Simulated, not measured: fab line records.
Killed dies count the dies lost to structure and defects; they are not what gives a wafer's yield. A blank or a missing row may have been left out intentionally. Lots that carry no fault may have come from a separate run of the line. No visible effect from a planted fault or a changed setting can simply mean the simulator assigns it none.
Problem report, 8D (eight disciplines) form, completed by code :: flow n5 finfet :: the parts of the form that need people (team, actions taken, sign-off) are left out

== 1. WHAT WENT WRONG ==
At N5_SD_EPI_N_EPI_MEAS_23, thk nm averages 66.7 nm over 6 wafers from 2 lots, while fault-free wafers read 59.3 nm, standard deviation 1.2. Measured from the usual mean, that is +6.1 standard deviations.
First observed at day 4 10:26: wafer L613.1, on film metro-01. The record has a number at this step for 24 wafers belonging to 9 lots. By rule, "out" or "out of limits" means more than 4 standard deviations away from the usual mean. Any other wafer with a number is counted as sound.

== 2. WHAT IT IS, WHAT IT ISN'T ==
question: which readings at this step
is: thk nm
is not: -

question: which lots
is: L613, L614
is not: L611, L612, L627, L628, L629, L630, L631

question: which wafers of those lots
is: all that have a number
is not: -

question: read on which gauges
is: film metro-01, film metro-02
is not: -

question: when
is: from day 4 10:26
is not: up to then (6 sound wafers); but 12 sound wafers of L627, L628, L629, L630, L631 came after

== 3. SUSPECTS, AND WHAT RULES EACH OUT ==
Counting: any tool at a process step up to the reading is kept as a suspect provided that every lot that is out went through it and no sound lot did after the first of them.
- ruled out: the gauge at N5_SD_EPI_N_EPI_MEAS_23. Those wafers that are out were read across 2 gauges (film metro-01, film metro-02).
- ald sin-04 at N5_SPACER0_ALD_08 (deposits SiNx, target thk 2 nm): ruled out as a lasting fault. After its first lot that is out, L613 (day 4 06:24), sound lots L629, L631 ran on it.
- rie diel-06 at N5_SD_EPI_N_DESCUM_14 (chemistry O2, time 7.9 s): ruled out as a lasting fault. After its first lot that is out, L613 (day 4 07:02), sound lots L628, L630 ran on it.
- epi rpcvd-03 at N5_SD_EPI_N_EPI_21 (deposits Si:P, time 690 s): ruled out as a lasting fault. After its first lot that is out, L613 (day 4 08:43), sound lots L631 ran on it.
Left after counting: nothing in the record.

== 4. THE CAUSE (what the simulator had put in) ==
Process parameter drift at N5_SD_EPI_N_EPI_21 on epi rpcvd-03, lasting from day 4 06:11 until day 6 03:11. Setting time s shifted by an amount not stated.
Counting ruled it out, wrongly: the rule takes a fault to strike every lot that its tool runs from its start on, and this one did not.

== 5. SEQUENCE OF EFFECTS, ordered by route ==
Each row: a reading whose mean over the struck wafers that have a number lies more than 3 standard deviations from the usual. Only readings whose record carries a usual standard deviation are examined. hours: median over the lots of the time between each lot's start at the first step of this table that gives one and its start at this step. sigmas: the change, counted in usual standard deviations.
hours: 0
step: N5_SD_EPI_N_EPI_MEAS_23
reading: thk nm
usual: 59.3 nm
on struck wafers: 66.7
change: +7.4
sigmas: +6.1

hours: 5
step: N5_SD_ACTIVATION_RS_MEAS_03
reading: RS_SD_N
usual: 21.81 ohm/sq
on struck wafers: 19.54
change: -2.27
sigmas: -7.6

hours: 272
step: N5_BEOL_M4_RC_MEAS_101
reading: RS_SD_N
usual: 28.3 ohm/sq
on struck wafers: 25.4
change: -2.9
sigmas: -8.2
At these later measuring or inspecting steps, every struck wafer for which the step has a row has a number for every such reading, and none has moved that far: N5_SD_EPI_P_OVL_MEAS_10.

== 6. WHAT WOULD HAVE CAUGHT IT SOONER ==
The first out-of-limits reading at a measuring or inspecting step in this record came at day 4 10:26, 4 hours after the fault's start at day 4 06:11.
Of the tool readings at N5_SD_EPI_N_EPI_21 for which the record gives a usual standard deviation, none was out on any struck wafer, so an alarm limit of 4 standard deviations on them would not have fired.
